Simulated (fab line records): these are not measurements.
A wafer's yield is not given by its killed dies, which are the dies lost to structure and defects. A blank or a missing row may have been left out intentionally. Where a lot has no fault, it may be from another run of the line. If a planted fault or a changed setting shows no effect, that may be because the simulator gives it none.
Chamber matching + flow nand-harc + NHARC_A_ZERO_WELL_ETCH_13 on rie-si-02 has 4 sister chambers
The step etches the open film in HBr/Cl2, target depth 120 nm, time 40.1 s. 16 wafers are shown with their chamber, then 8 later ones without.

EACH WAFER AND ITS CHAMBER
| wafer  | chamber | drypump-motor-current-A (A) | rf-fwd-power-W (W) | oes-product-au (a.u.) |
|--------|---------|-----------------------------|--------------------|-----------------------|
| L424.2 | 0       | 5.4                         | 391.3              | 1.008                 |
| L424.3 | 3       | 6.8                         | 392.8              | 1.011                 |
| L424.5 | 0       | 5.4                         | 392.1              | 1.000                 |
| L427.1 | 0       | 5.4                         | 392.0              | 0.994                 |
| L427.2 | 1       | 5.3                         | 393.8              | 0.987                 |
| L427.5 | 1       | 5.2                         | 393.2              | 0.985                 |
| L431.2 | 1       | 5.3                         | 394.6              | 0.989                 |
| L431.4 | 2       | 5.6                         | 396.2              | 1.019                 |
| L431.5 | 2       | 5.7                         | 395.2              | 1.009                 |
| L432.2 | 3       | 6.8                         | 392.3              | 0.994                 |
| L432.5 | 1       | 5.2                         | 394.9              | 0.980                 |
| L432.6 | 2       | 5.6                         | 395.1              | 1.008                 |
| L435.3 | 3       | 6.8                         | 390.7              | 1.003                 |
| L435.4 | 0       | 5.4                         | 391.3              | 0.993                 |
| L435.5 | 3       | 6.8                         | 390.4              | 1.001                 |
| L441.2 | 0       | 5.4                         | 394.4              | 1.011                 |

SIGNATURES (means of the wafers above)
| reading                 | chamber 0 | chamber 1 | chamber 2 | chamber 3 | scatter within a chamber |
|-------------------------|-----------|-----------|-----------|-----------|--------------------------|
| drypump-motor-current-A | 5.400     | 5.250     | 5.633     | 6.800     | 0.0373                   |
| rf-fwd-power-W          | 392.220   | 394.125   | 395.500   | 391.550   | 1.05                     |
| oes-product-au          | 1.00120   | 0.98525   | 1.01200   | 1.00225   | 0.00664                  |
Rule: for each reading, subtract the chamber's mean from the wafer's reading, divide by that reading's scatter and square the result; add these up over the readings and take the root, which gives the wafer's distance from the chamber. If the next closest chamber is less than 2 further off than the closest, the wafer can't be placed; otherwise it belongs to the closest. How the scatter is found: for the shown wafers, subtract from each reading the mean of its chamber, square and add these, divide the total by (wafers less chambers), then take the root.

WAFERS WITH NO CHAMBER GIVEN
| wafer  | drypump-motor-current-A (A) | rf-fwd-power-W (W) | oes-product-au (a.u.) |
|--------|-----------------------------|--------------------|-----------------------|
| L441.5 | 5.3                         | 395.6              | 0.983                 |
| L441.6 | 5.4                         | 393.5              | 1.010                 |
| L443.2 | 5.6                         | 393.0              | 1.003                 |
| L443.3 | 5.4                         | 391.0              | 1.012                 |
| L443.5 | 5.7                         | 393.2              | 0.998                 |
| L446.1 | 5.2                         | 395.0              | 0.992                 |
| L446.5 | 5.2                         | 393.8              | 0.989                 |
| L446.6 | 5.7                         | 395.1              | 1.005                 |

EACH ONE'S CHAMBER
| wafer  | from the rows above | in truth |
|--------|---------------------|----------|
| L441.5 | 1                   | 1        |
| L441.6 | 0                   | 0        |
| L443.2 | 2                   | 2        |
| L443.3 | 0                   | 0        |
| L443.5 | 2                   | 2        |
| L446.1 | 1                   | 1        |
| L446.5 | 1                   | 1        |
| L446.6 | 2                   | 2        |
8 of 8 placed correctly. Left unplaced by these rows: 0. Number placed wrongly: 0.
